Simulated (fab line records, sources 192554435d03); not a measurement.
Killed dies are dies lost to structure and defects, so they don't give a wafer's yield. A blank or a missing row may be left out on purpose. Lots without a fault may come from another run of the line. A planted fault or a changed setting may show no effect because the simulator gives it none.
fab line records | flow n5_finfet
record lots=4 wafers=12 last_day=19
route steps=1938 shown BEOL_M0_CUTY@712 BEOL_M0@715 BEOL_M1@751 BEOL_M4@1111 PASSIVATION@1936
lots that met no fault: from a run of the same line without faults
start_h: hours from the record's first day to the start of the lot's first wafer shown | wait_h: hours since the lot's step before | " the same as in the row above | L1.1+2: a row that stands for several wafers | - no value, or no start given | * or withheld: withheld | < > ~ a bound
route shown NAME@n: a module of which the file shows steps, and the number in the route of the first | usual: mean/standard deviation of fault-free wafers | same: alike in all rows | chamber/n: place in a boat | sites: the reading at each site | _std_site: their standard deviation | _edge_site: outer sites' mean less inner sites' | radius_mm: how far each site lies from the wafer's centre | mask NAME#n: copy n | behind: the tool/chamber that last shaped the wafer | hold: why the lot was held/for how many hours/how that ended | device: the transistor (n, p or np) that didn't switch | end of line: the same wafers' tests at the end of the route | a step without rows: its recipe alone | killed: dies lost to structure and defects at the first sort, not the wafer's yield | map: a wafer's dies, x killed, . not, _ none there
set.NAME: the setting as run; set.NAME@STEP: as run at that earlier step | model.NAME: the simulator's own value behind a step, which no gauge read
lots at some steps of the route; a table a step, a row a wafer
services: from which hour (start_h, from the record's first day; less than 0 if before it) a tool's chamber was out of use, for how many hours, and why
## steps
# step N5_BEOL_M0_CUTY_ETCH_62
# recipe chemistry=CF4 target=SiARC mask_material=CAR-ArF-block time_s=58.5 ion_energy_ev=80 pressure_mtorr=40 source_w=545 bias_w=36 Ar_flow_sccm=100 cf4_flow_sccm=100 ends=cleared
# step N5_BEOL_M0_CUTY_ETCH_63
# recipe chemistry=N2/H2 target=SOC target_depth_a=827 overetch_a=165 mask_material=SiARC temp_c=40 ion_energy_ev=200 time_s=124 pressure_mtorr=30 source_w=840 bias_w=150 n2_flow_sccm=200 h2_flow_sccm=200
# step N5_BEOL_M0_CUTY_STRIP_64
# recipe chemistry=N2/H2 temp_c=40 n2_flow_sccm=200 h2_flow_sccm=200 rf_frequency_hz=6e+07
# step N5_BEOL_M0_ETCH_138
# recipe chemistry=CH3F/O2 target_depth_a=120 target=SiCN time_s=31.6 ion_energy_ev=120 pressure_mtorr=30 source_w=395 bias_w=75 Ar_flow_sccm=150 CH3F_flow_sccm=30 O2_flow_sccm=20 ends=cleared
# step N5_BEOL_M0_HM_OPEN_105
# recipe chemistry=Cl2/BCl3 target_depth_a=120 target=TiN ion_energy_ev=150 pressure_mtorr=10 icp_w=1000 bias_w=126 Cl2_flow_sccm=53.25 bcl3_flow_sccm=21.75 Ar_flow_sccm=25
# step N5_BEOL_M0_STRIP_140
# recipe chemistry=CF4 resist=SiARC power_w=300 bias_power_w=75 pressure_mtorr=50 cf4_flow_sccm=150 rf_frequency_hz=6e+07
# step N5_BEOL_M0_STRIP_104
# recipe chemistry=N2/H2 power_w=450 temp_c=40 pressure_mtorr=20 rf_frequency_hz=6e+07 overash_fraction=0.3 bias_power_w=7 h2_frac=0.5 n2_flow_sccm=200 h2_flow_sccm=200
# step N5_BEOL_M0_WET_ETCH_106
# recipe chemistry=DHF dilution=10:1 temp_c=25 target=SiO2 target_depth_a=1300 dry=ipa_marangoni rinse_time_s=30 rinse_temp_c=23
# step N5_BEOL_M0_ETCH_128
# recipe chemistry=CF4/N2 target_depth_a=120 overetch_a=51 target=SiCN time_s=21.4 ion_energy_ev=150 pressure_mtorr=40 source_w=430 bias_w=70 Ar_flow_sccm=100 cf4_flow_sccm=60 n2_flow_sccm=60
# step N5_BEOL_M0_TRENCH_ETCH_107
# recipe chemistry=C4F6/O2 target_depth_a=328 target=SiOC time_s=16.4 ion_energy_ev=250 pressure_mtorr=30 source_w=355 bias_w=185 Ar_flow_sccm=300 C4F6_flow_sccm=10 O2_flow_sccm=10
# step N5_BEOL_M0_STRIP_142
# recipe chemistry=N2/H2 time_s=10 power_w=450 temp_c=40 pressure_mtorr=20 rf_frequency_hz=6e+07 bias_power_w=7 n2_flow_sccm=200 h2_flow_sccm=200
# step N5_BEOL_M0_HM_STRIP_129
# recipe chemistry=peroxide_tin_strip material=TiN target_depth_a=170 temp_c=50 time_s=108
# usual bath_guard_temp_C=49.9/0.52 bath_heat_duty_pct=7.3/0.76
# columns lot.wafer tool chamber start_h wait_h bath_guard_temp_C bath_heat_duty_pct model.TiN_of_BEOL_M0_SAQP_HM_DEP_02.thk_nm
L925.2 wet_bench-03 3 139.23 0.0 49.4 6.9 0
L925.5 " 1 " " 49.1 8.0 0
L925.6 " 4 " " 50.2 7.2 0
L937.2 wet_bench-05 4 217.37 0.0 - - 9.4
L937.4 " 5 " " - - 9.6
L937.6 " 6 " " - - 9.4
L938.2 wet_bench-03 2 218.24 0.0 - - 9.4
L938.3 " 5 " " - - 9.8
L938.5 " 0 " " - - 9.4
L944.2 wet_bench-05 6 261.99 0.0 50.1 6.7 0
L944.4 " 3 " " 49.6 6.9 0
L944.5 " 0 " " 49.6 7.4 0
# step N5_BEOL_M0_SRD_130
# recipe time_s=30 temp_c=23 rinse_liquid=diw dry=ipa_marangoni
# step N5_BEOL_M0_ETCH_109
# recipe chemistry=CH3F/O2 target_depth_a=80 overetch_a=24 target=SiCN time_s=27.4 ion_energy_ev=120 pressure_mtorr=30 source_w=395 bias_w=75 Ar_flow_sccm=150 CH3F_flow_sccm=30 O2_flow_sccm=20
# step N5_BEOL_M0_STRIP_139
# recipe chemistry=post_etch_residue_remover time_s=60 temp_c=25 remover_ph=withheld remover_water_wt_pct=withheld remover_fluoride_wt_pct=withheld
# step N5_BEOL_M0_SRD_111
# recipe time_s=30 temp_c=23 rinse_liquid=diw dry=ipa_marangoni
# step N5_BEOL_M0_DEGAS_112
# recipe ambient=vacuum temp_c=250 time_s=60
# step N5_BEOL_M0_PRE_CLEAN_113
# recipe gas=H2/He time_s=30 temp_c=250
# step N5_BEOL_M0_ALD_136
# recipe material=TaN target_thk_a=* temp_c=275 ald_precursor_family=PDMAT ald_co_reactant=NH3 pressure_torr=3 carrier_flow_sccm=1500 pulse_time_s=2 purge_time_s=3 co_reactant_purge_time_s=2 co_reactant_pulse_time_s=3 ald_cycles=30 precursor_vessel_temp_c=75 precursor_vessel_pressure_torr=26.25 precursor_vessel_carrier_sccm=1000
# step N5_BEOL_M0_SURFACE_TREAT_137
# recipe gas=Ar time_s=* ion_energy_ev=* ion_current_ma_cm2=0.5 pressure_mtorr=* ar_flow_sccm=30
# step N5_BEOL_M0_CVD_115
# recipe material=Co target_thk_a=* temp_c=withheld precursor=CCTBA/H2 pressure_torr=30 time_s=120
# step N5_BEOL_M0_SPUTTER_116
# recipe material=Cu target_thk_a=40 temp_c=-20 chamber_pressure_pa=0.07 power_w=withheld time_s=7.37
# step N5_BEOL_M0_ANNEAL_117
# recipe temp_c=400 time_s=60 ambient=vacuum
# step N5_BEOL_M0_SPUTTER_132
# recipe material=Cu target_thk_a=40 temp_c=-20 chamber_pressure_pa=0.07 power_w=withheld time_s=7.37
# step N5_BEOL_M0_ANNEAL_133
# recipe temp_c=400 time_s=60 ambient=vacuum
# step N5_BEOL_M0_SPUTTER_134
# recipe material=Cu target_thk_a=40 temp_c=-20 chamber_pressure_pa=0.07 power_w=withheld time_s=7.37
# step N5_BEOL_M0_ANNEAL_135
# recipe temp_c=400 time_s=60 ambient=vacuum
# step N5_BEOL_M0_SPUTTER_141
# recipe material=Cu target_thk_a=40 temp_c=-20 chamber_pressure_pa=0.07 power_w=withheld time_s=7.37
# step N5_BEOL_M0_ECD_118
# recipe material=Cu target_thk_a=3000
# step N5_BEOL_M0_ANNEAL_119
# recipe temp_c=225 time_s=90 ambient=N2
# step N5_BEOL_M0_CMP_120
# recipe stop_on=SiOC t_overpolish_s=6.9 down_force_psi=1 platen_rpm=50 clearing_platen_down_force_psi=1.5 clearing_platen_rpm=50 post_cmp_clean=cu_alkaline clearing_platen_pad_velocity_m_s=0.99484 pad_velocity_m_s=0.99484
# usual barrier_field_endpoint_s=3.57/0.12 clearing_platen_rpm=50.005/0.027 motor_current_A=6.1/0.66 platen_rpm=49.99/0.03
# columns lot.wafer tool chamber start_h wait_h barrier_field_endpoint_s clearing_platen_rpm motor_current_A platen_rpm
L925.2 cmp-03 0 143.55 0.3 3.60 50.050 7.7 49.99
L925.6 " 1 " " 3.66 50.032 5.3 50.01
L925.5 " 2 " " 3.64 49.956 5.9 49.98
L937.2 cmp-01 0 219.99 0.2 14.56 49.986 7.2 49.98
L937.4 " 3 " " 15.22 49.972 5.6 49.95
L937.6 " 0 " " 15.02 50.010 7.1 49.97
L938.3 cmp-01 0 220.30 0.2 14.61 49.993 6.7 49.98
L938.2 " 1 " " 14.31 50.004 6.6 49.97
L938.5 " 3 " " 15.11 50.030 5.9 49.98
L944.4 cmp-01 1 264.93 0.2 3.64 50.011 6.3 49.95
L944.2 " 3 " " 3.71 50.005 5.5 49.97
L944.5 " 0 " " 3.47 49.971 7.6 49.97
# step N5_BEOL_M0_PRE_CLEAN_131
# recipe gas=NH3/H2 time_s=15 temp_c=* rf_power_w=300
# step N5_BEOL_M0_CO_CAP_123
# recipe material=Co target_thk_a=20 temp_c=200 precursor=CCTBA/H2 pressure_torr=30 time_s=102.1
# step N5_BEOL_M0_PRE_CLEAN_124
# recipe gas=NH3 time_s=15 temp_c=withheld rf_power_w=300
# step N5_BEOL_M0_DEP_125
# recipe material=SiCN target_thk_a=80 temp_c=withheld precursor=3MS/NH3 pressure_torr=3 rf_w=202 time_s=14
# step N5_BEOL_M1_ILD_DEP_00
# recipe material=SiOC target_thk_a=790 temp_c=350 precursor=DEMS/O2 pressure_torr=5 rf_w=500 time_s=15.3
# step N5_BEOL_M1_PECVD_72
# recipe material=SiO2 target_thk_a=160 temp_c=400 precursor=TEOS/O2 pressure_torr=5.5 rf_w=450 teos_flow_sccm=53.8 gas=O2 flow_sccm=3000 time_s=18
# step N5_BEOL_M4_RC_MEAS_101
# usual DIBL_N=36.0/1.6 DIBL_P=35.8/2 IOFF_N=0.152/0.03 IOFF_P=0.20/0.031 ION_N=670/12 ION_P=459/7.4 SS_N=71.5/0.56 SS_P=73.2/0.64 VT_N=251/3.5 VT_P=-252/3.3
# columns lot.wafer tool chamber start_h wait_h DIBL_N[mV/V] DIBL_P[mV/V] IOFF_N[nA/um] IOFF_P[nA/um] ION_N[uA/um] ION_P[uA/um] SS_N[mV/dec] SS_P[mV/dec] VT_N[mV] VT_P[mV]
L925.2 prober-01 0 219.36 0.2 36.9 36.5 0.134 0.19 666 458 71.5 73.0 258 -251
L925.5 " 0 " " 37.1 37.2 0.147 0.20 666 459 71.7 73.5 255 -253
L925.6 " 0 " " 35.7 35.8 0.131 0.18 660 456 70.9 72.6 252 -253
L938.2 prober-02 0 292.00 0.2 35.6 32.7 0.127 0.16 656 443 71.8 73.0 254 -257
L938.3 " 0 " " 35.2 33.2 0.122 0.15 659 443 71.1 73.0 256 -258
L938.5 " 0 " " 34.1 32.0 0.109 0.14 673 459 71.4 71.8 257 -258
L937.2 prober-01 0 302.10 0.2 33.0 33.7 0.120 0.17 679 465 70.4 72.4 249 -252
L937.4 " 0 " " 38.4 39.0 0.209 0.24 684 459 72.5 73.8 247 -249
L937.6 " 0 " " 35.6 36.1 0.155 0.20 675 466 71.2 72.8 248 -250
L944.2 prober-02 0 347.50 0.2 35.4 35.4 0.139 0.17 673 456 71.5 73.4 251 -254
L944.4 " 0 " " 36.3 36.9 0.164 0.20 669 458 72.8 73.4 249 -254
L944.5 " 0 " " 34.5 35.0 0.131 0.18 656 457 71.9 72.6 251 -253
# step N5_PASSIVATION_PROBE_49
# usual defect_limited_yield=91.6/1.4 killed_at_M0_to_M3=33/10 killed_at_M4_up=13/5.3 killed_at_contacts=13/5.9 killed_at_front_end=36/12 killed_at_other=4/3.1 killed_dies=99/16 killed_on_rim=13/4.2 killed_open=65/13 killed_short=32/7.3 sort_bin_5_function=4.9/0.9 sort_bin_6_memory=3.1/0.66 sort_n_pass=1081/17 sort_yield_pct=91.6/1.4
# same gross_dies=1180 killed_at_back_side=0 sort_bin_4_leakage[%]=0 sort_bin_8_speed[%]=0
# columns lot.wafer tool chamber start_h wait_h defect_limited_yield[%] killed_at_M0_to_M3 killed_at_M4_up killed_at_contacts killed_at_front_end killed_at_other killed_dies killed_on_rim killed_open killed_short sort_bin_5_function[%] sort_bin_6_memory[%] sort_n_pass sort_yield_pct[%]
L925.2 prober-01 - 331.56 0.1 90.3 46 18 10 36 5 115 29 76 38 4.7 4.2 1065 90.3
L925.5 prober-01 - 331.71 0.2 90.2 34 14 27 39 2 116 15 88 27 6.0 3.6 1064 90.2
L925.6 prober-01 - 331.76 0.3 91.7 32 22 10 30 4 98 11 61 35 4.7 3.0 1082 91.7
L938.2 prober-02 - 394.09 0.1 82.4 142 13 9 43 1 208 29 65 35 10.8 6.4 972 82.4
L938.3 prober-02 - 394.14 0.1 80.5 147 15 19 46 3 230 31 77 32 12.0 7.0 950 80.5
L938.5 prober-02 - 394.24 0.2 85.3 124 9 6 32 2 173 23 39 23 8.6 5.8 1007 85.3
L937.2 prober-02 - 414.52 0.1 83.1 128 18 6 46 2 200 26 75 23 9.8 7.0 980 83.1
L937.4 prober-02 - 414.62 0.2 82.0 149 13 10 35 5 212 29 74 30 11.0 6.9 968 82.0
L937.6 prober-02 - 414.72 0.3 82.2 120 10 21 58 1 210 28 79 36 10.7 6.8 970 82.2
# killed by level:class
L925.2 MOL_CONTACT_COAG:geometric_particle:open=9 BEOL_M2:geometric_particle:open=9 BEOL_M2:geometric_particle:short=8 FIN_SAQP:geometric_particle:open=7 FIN_SAQP:geometric_particle:short=6 BEOL_M1:geometric_particle:open=6 STI_FIN_REVEAL:geometric_particle:open=5 BEOL_M0_SAQP:geometric_particle:short=5
L925.5 MOL_CONTACT_COAG:geometric_particle:open=23 BEOL_M1:geometric_particle:open=11 STI_FIN_REVEAL:geometric_particle:open=10 DUMMY_GATE:geometric_particle:open=10 BEOL_M4:geometric_particle:open=8 BEOL_M2:geometric_particle:open=5 BEOL_M3:geometric_particle:open=5 ILD0:geometric_particle:open=4
L925.6 BEOL_M1:geometric_particle:open=11 STI_FIN_REVEAL:geometric_particle:open=9 MOL_CONTACT_COAG:geometric_particle:open=8 BEOL_M4:geometric_particle:open=7 BEOL_M4:geometric_particle:short=6 DUMMY_GATE:geometric_particle:open=6 BEOL_M0_SAQP:geometric_particle:short=4 BEOL_M3:geometric_particle:short=4
L938.2 BEOL_M0:interface_void_opened=103 FIN_SAQP:geometric_particle:open=16 BEOL_M0_SAQP:geometric_particle:open=12 BEOL_M0_SAQP:geometric_particle:short=11 STI_FIN_REVEAL:geometric_particle:open=8 MOL_CONTACT_COAG:geometric_particle:open=8 BEOL_M1:geometric_particle:short=8 BEOL_M1:geometric_particle:open=7
L938.3 BEOL_M0:interface_void_opened=121 STI_FIN_REVEAL:geometric_particle:open=16 FIN_SAQP:geometric_particle:open=13 MOL_CONTACT_COAG:geometric_particle:open=13 BEOL_M0_SAQP:geometric_particle:open=9 MOL_CONTACT_COAG:geometric_particle:short=6 BEOL_M4:geometric_particle:open=6 STI_FIN_REVEAL:geometric_particle:short=5
L938.5 BEOL_M0:interface_void_opened=105 FIN_SAQP:geometric_particle:open=8 FIN_SAQP:geometric_particle:short=6 BEOL_M4:geometric_particle:open=6 MOL_CONTACT_COAG:geometric_particle:open=5 BEOL_M0_SAQP:geometric_particle:short=5 BEOL_M0_SAQP:geometric_particle:open=4 STI_FIN_REVEAL:geometric_particle:open=3
L937.2 BEOL_M0:interface_void_opened=101 STI_FIN_REVEAL:geometric_particle:open=16 BEOL_M1:geometric_particle:open=10 FIN_SAQP:geometric_particle:open=9 BEOL_M4:geometric_particle:open=8 MOL_CONTACT_COAG:geometric_particle:open=6 BEOL_M2:geometric_particle:open=5 STI_FIN_REVEAL:geometric_particle:short=4
L937.4 BEOL_M0:interface_void_opened=108 STI_FIN_REVEAL:geometric_particle:open=10 BEOL_M2:geometric_particle:open=9 MOL_CONTACT_COAG:geometric_particle:open=8 BEOL_M1:geometric_particle:open=6 BEOL_M3:geometric_particle:open=6 BEOL_M0_SAQP:geometric_particle:open=5 FIN_SAQP:geometric_particle:short=4
L937.6 BEOL_M0:interface_void_opened=93 STI_FIN_REVEAL:geometric_particle:open=22 MOL_CONTACT_COAG:geometric_particle:open=15 BEOL_M0_SAQP:geometric_particle:open=7 BEOL_M2:geometric_particle:open=7 FIN_SAQP:geometric_particle:short=6 GATE_CUT:geometric_particle:short=6 MOL_CONTACT_COAG:geometric_particle:short=6
# map L937.4 (x killed, . not)
_________________...x........________________
______________..x.x...x.......xx_____________
___________..........x.........x...__________
__________.x....x..x....x.x....xx..._________
________x......x...xx.....x..........._______
_______..xxx....................x....x.______
______x....x.x.x.......x.....xx..x......_____
_____.............x...x...............xxx____
____.......x...xx...x......x......x...x...___
___.............x...x.x.x...........x..x..x__
___xxx...x..xx.....x....x.............x.x..__
__.........xx....xx..x.xx................xx._
__xx...x....x.........xx..x.x........x....x._
_..........x.....x..x.xxxx.....x...........x.
_..x.x.........x...xx........x...x.........x.
_.x..........x.......x..................xx...
_x......x......xx...x..x..x..................
_......xxxx.x................x.x......x....x.
_x..................x..xx.........x..x.......
_x................x........x.....x...xxx.....
_................x.......xx....xx..x..x..x...
__.....x.....x.x..x....x.............x......_
__.x.x.x........x.x..xx.....x...x.xx.xxxx..x_
___.x..........x.x....x.............x...xx.__
___.....x...........x.....x..x.xx.....x....__
____.............x.x........x.........x...___
_____..xx..x............x.x........x.....____
______..............x...x..............._____
_______...........x........x...x..x..x.______
________x..xx......xx....x............_______
__________x..x.........x........xx.._________
___________.......x....x..........x__________
______________...........x...x.x_____________
_________________.......x...x________________
# map L938.3 (x killed, . not)
_________________......x.x...________________
______________...........x..x..._____________
___________x.xxx...xx.x.x.x...x..x.__________
__________x.........x............x.._________
________.xx..x..................x.x..x_______
_______..xx........xxx..x.........x....______
______.x...x....x...x......xxx..x.....x._____
_____x.x...x..x....x.........xx...x......____
____.....x....x..x..xx.x.x..........x....x___
___...x...xxx......x.x.....x...x....x......__
___....x....x..xx......x.........xx...x....__
__....x.xx....x............x...xx......x...._
__....x....x.x........x.x......xxx.x.x......_
_x..............x...x.......x......x.........
_..............x.........x....x..............
_......x........x.......x.................x.x
_..x..........xx...x...x.....x....xxx........
_x.......x......xxxx.x.......xxxx..x.x.......
_....x..............x..x........x......x.....
_.....................x......x...x......x....
_.......x............x.........x.x....x......
__...xxx..............xx...xx..........x...x_
__.x.....x..x........x....x............xx..._
___.....x...x.x..x.....x.x.....x....x......__
___..x.x...xxx..x......x..xx.x..x.x..x..x.x__
____..........x...xx.x..............xx...x___
_____.x...x..x.....x.......xx.x......x...____
______...................x.............._____
_______........x.x.....xxx..xxxxxxx....______
________......x......x................_______
__________..x.x..x....x..x....x....._________
___________.......xx..xx...x.......__________
______________xx.....x......x.xx_____________
_________________x....x....x.________________
## services
# columns tool chamber start_h hours kind
cmp-01 - 131.64 5.3 pm
cmp-03 - 205.77 5.1 pm
cmp-03 - 211.24 3.4 pm
cmp-03 - 215.43 0.8 repair
cmp-03 - 216.23 10.9 pm
cmp-03 - 230.18 2.7 repair
cmp-01 - 232.11 4.0 pm
cmp-01 - 236.11 - consumable_replace:conditioner
cmp-01 - 236.11 - consumable_replace:pad
cmp-03 - 240.72 4.0 pm
cmp-03 - 244.72 - consumable_replace:conditioner
cmp-03 - 244.72 - consumable_replace:pad
cmp-03 - 257.37 10.0 repair
## key
first_sign step=N5_BEOL_M0_HM_STRIP_129 reading=tool_record direction=missing
effect step=N5_BEOL_M0_CMP_120 reading=barrier_field_endpoint_s direction=up sigmas=97 usual=3.57 struck=14.81
effect step=N5_PASSIVATION_PROBE_49 reading=killed_at_M0_to_M3 direction=up sigmas=10 usual=33 struck=135
model_effect step=N5_BEOL_M0_HM_STRIP_129 value=TiN_of_BEOL_M0_SAQP_HM_DEP_02.thk_nm without=0 struck=9.5
met_at N5_BEOL_M0_HM_STRIP_129
struck_wafers L937.2,L937.4,L937.6,L938.2,L938.3,L938.5
onset_between 139.23 217.37
fault kind=skipped_step_whole tool=wet_bench-03,wet_bench-05 chamber=- onset_h=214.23 steps=N5_BEOL_M0_HM_STRIP_129 scope=struck_lots_only
